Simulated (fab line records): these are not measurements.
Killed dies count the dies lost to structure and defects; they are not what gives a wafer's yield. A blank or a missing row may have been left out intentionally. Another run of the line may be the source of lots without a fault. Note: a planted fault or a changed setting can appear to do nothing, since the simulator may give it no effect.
Lot-split experiment || flow n5Finfet || 21 wafers read from 7 lots, route of 1938 steps

## ON THE SPLIT
At N5_PASSIVATION_PECVD_53 (deposits SiO2 from TEOS/O2, target thk 800 nm, time 169.4 s), the setting timeS was moved away from the recipe's 169.4 s on 11 of the 21 wafers read, by -9.1% to +14.5%. This setting was run at the recipe's value on the other wafers.

The reading is taken at the split's own step.

## THE READING
SiO2_of_PASSIVATION_PECVD_53.thkNm (the simulator's own value, which no gauge read), in nm, at N5_PASSIVATION_PECVD_53 (deposits SiO2 from TEOS/O2, target thk 800 nm, time 169.4 s). No usual value for it is given in the file. Across the 10 wafers here that went through the recipe, the average is 806.5 nm and the standard deviation 11 nm.

{"wafer": "L078.2", "tool, chamber at the split": "pecvd-04, 2", "timeS as run, s": 155.6, "against the recipe": "-8.1%", "SiO2_of_PASSIVATION_PECVD_53.thkNm, nm": 725.4, "against lot-mates on the recipe": "no lot-mate on the recipe"}
{"wafer": "L078.3", "tool, chamber at the split": "pecvd-04, 0", "timeS as run, s": 155.6, "against the recipe": "-8.1%", "SiO2_of_PASSIVATION_PECVD_53.thkNm, nm": 732.2, "against lot-mates on the recipe": "no lot-mate on the recipe"}
{"wafer": "L078.4", "tool, chamber at the split": "pecvd-04, 2", "timeS as run, s": 155.6, "against the recipe": "-8.1%", "SiO2_of_PASSIVATION_PECVD_53.thkNm, nm": 739.2, "against lot-mates on the recipe": "no lot-mate on the recipe"}
{"wafer": "L083.4", "tool, chamber at the split": "pecvd-04, 2", "timeS as run, s": 169.4, "against the recipe": "recipe", "SiO2_of_PASSIVATION_PECVD_53.thkNm, nm": 802.2, "against lot-mates on the recipe": "-"}
{"wafer": "L083.5", "tool, chamber at the split": "pecvd-04, 1", "timeS as run, s": 169.4, "against the recipe": "recipe", "SiO2_of_PASSIVATION_PECVD_53.thkNm, nm": 811, "against lot-mates on the recipe": "-"}
{"wafer": "L083.6", "tool, chamber at the split": "pecvd-04, 0", "timeS as run, s": 169.4, "against the recipe": "recipe", "SiO2_of_PASSIVATION_PECVD_53.thkNm, nm": 813, "against lot-mates on the recipe": "-"}
{"wafer": "L085.2", "tool, chamber at the split": "pecvd-04, 2", "timeS as run, s": 169.4, "against the recipe": "recipe", "SiO2_of_PASSIVATION_PECVD_53.thkNm, nm": 794.4, "against lot-mates on the recipe": "-"}
{"wafer": "L085.3", "tool, chamber at the split": "pecvd-04, 0", "timeS as run, s": 183.2, "against the recipe": "+8.1%", "SiO2_of_PASSIVATION_PECVD_53.thkNm, nm": 877.4, "against lot-mates on the recipe": "+71.9"}
{"wafer": "L085.5", "tool, chamber at the split": "pecvd-04, 0", "timeS as run, s": 169.4, "against the recipe": "recipe", "SiO2_of_PASSIVATION_PECVD_53.thkNm, nm": 816.6, "against lot-mates on the recipe": "-"}
{"wafer": "L089.4", "tool, chamber at the split": "pecvd-01, 2", "timeS as run, s": 169.4, "against the recipe": "recipe", "SiO2_of_PASSIVATION_PECVD_53.thkNm, nm": 783.2, "against lot-mates on the recipe": "-"}
{"wafer": "L089.5", "tool, chamber at the split": "pecvd-01, 1", "timeS as run, s": 169.4, "against the recipe": "recipe", "SiO2_of_PASSIVATION_PECVD_53.thkNm, nm": 822.8, "against lot-mates on the recipe": "-"}
{"wafer": "L089.6", "tool, chamber at the split": "pecvd-01, 0", "timeS as run, s": 178.2, "against the recipe": "+5.2%", "SiO2_of_PASSIVATION_PECVD_53.thkNm, nm": 846.2, "against lot-mates on the recipe": "+43.2"}
{"wafer": "L088.1", "tool, chamber at the split": "pecvd-04, 0", "timeS as run, s": 169.4, "against the recipe": "recipe", "SiO2_of_PASSIVATION_PECVD_53.thkNm, nm": 805.6, "against lot-mates on the recipe": "-"}
{"wafer": "L088.2", "tool, chamber at the split": "pecvd-04, 1", "timeS as run, s": 153.9, "against the recipe": "-9.1%", "SiO2_of_PASSIVATION_PECVD_53.thkNm, nm": 728.8, "against lot-mates on the recipe": -76.8}
{"wafer": "L088.3", "tool, chamber at the split": "pecvd-04, 2", "timeS as run, s": 153.9, "against the recipe": "-9.1%", "SiO2_of_PASSIVATION_PECVD_53.thkNm, nm": 717.6, "against lot-mates on the recipe": -88.0}
{"wafer": "L092.2", "tool, chamber at the split": "pecvd-03, 0", "timeS as run, s": 161.2, "against the recipe": "-4.8%", "SiO2_of_PASSIVATION_PECVD_53.thkNm, nm": 760, "against lot-mates on the recipe": -51.4}
{"wafer": "L092.3", "tool, chamber at the split": "pecvd-03, 2", "timeS as run, s": 161.2, "against the recipe": "-4.8%", "SiO2_of_PASSIVATION_PECVD_53.thkNm, nm": 757.2, "against lot-mates on the recipe": -54.2}
{"wafer": "L092.6", "tool, chamber at the split": "pecvd-03, 1", "timeS as run, s": 169.4, "against the recipe": "recipe", "SiO2_of_PASSIVATION_PECVD_53.thkNm, nm": 811.4, "against lot-mates on the recipe": "-"}
{"wafer": "L095.2", "tool, chamber at the split": "pecvd-01, 0", "timeS as run, s": 194, "against the recipe": "+14.5%", "SiO2_of_PASSIVATION_PECVD_53.thkNm, nm": 901, "against lot-mates on the recipe": "+95.8"}
{"wafer": "L095.3", "tool, chamber at the split": "pecvd-01, 1", "timeS as run, s": 169.4, "against the recipe": "recipe", "SiO2_of_PASSIVATION_PECVD_53.thkNm, nm": 805.2, "against lot-mates on the recipe": "-"}
{"wafer": "L095.5", "tool, chamber at the split": "pecvd-01, 2", "timeS as run, s": 194, "against the recipe": "+14.5%", "SiO2_of_PASSIVATION_PECVD_53.thkNm, nm": 902.8, "against lot-mates on the recipe": "+97.6"}

THE FIT
A straight line over all 21 wafers: SiO2_of_PASSIVATION_PECVD_53.thkNm changes by +7.87 nm for each +1% of timeS; r = +0.98; the points scatter about the line by 11 nm.
The same after taking each lot's own level away (the mean of its wafers on the recipe; 18 wafers): +7.81 nm for each +1%; r = +0.98; scatter 12 nm.
According to that fit, moving timeS by its largest amount changes the reading by 1.1e+02 nm.
Measured against the standard deviation above, the lots' own levels, which go from 803.00 to 811.40 nm, span 0.8 times it.
Consequently the slope shifts little with the lot-to-lot level, the two slopes agreeing.
Check: +116 nm against its lot-mates is what the line predicts for one of the wafers moved furthest among these (+14.5%) when that wafer is left out of the fit. Against them it came out at +95.8 nm.

## FURTHER SPLITS ON THESE WAFERS
These wafers also went through other splits before the reading. Each is held against what the fit with the lots' levels taken away leaves over:
{"other split on the same wafers": "N5_BEOL_M15_DEVELOP_27 developTimeS", "wafers away from the commonest value": 11, "r with SiO2_of_PASSIVATION_PECVD_53.thkNm (lot level and that fit taken away)": -0.18}
{"other split on the same wafers": "N5_PASSIVATION_VIA_ETCH_13 biasW", "wafers away from the commonest value": 11, "r with SiO2_of_PASSIVATION_PECVD_53.thkNm (lot level and that fit taken away)": "+0.17"}

## THE FILE'S OWN FIT
SiO2_of_PASSIVATION_PECVD_53.thkNm changes by +7.84 nm for each +1% of timeS, r = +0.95.
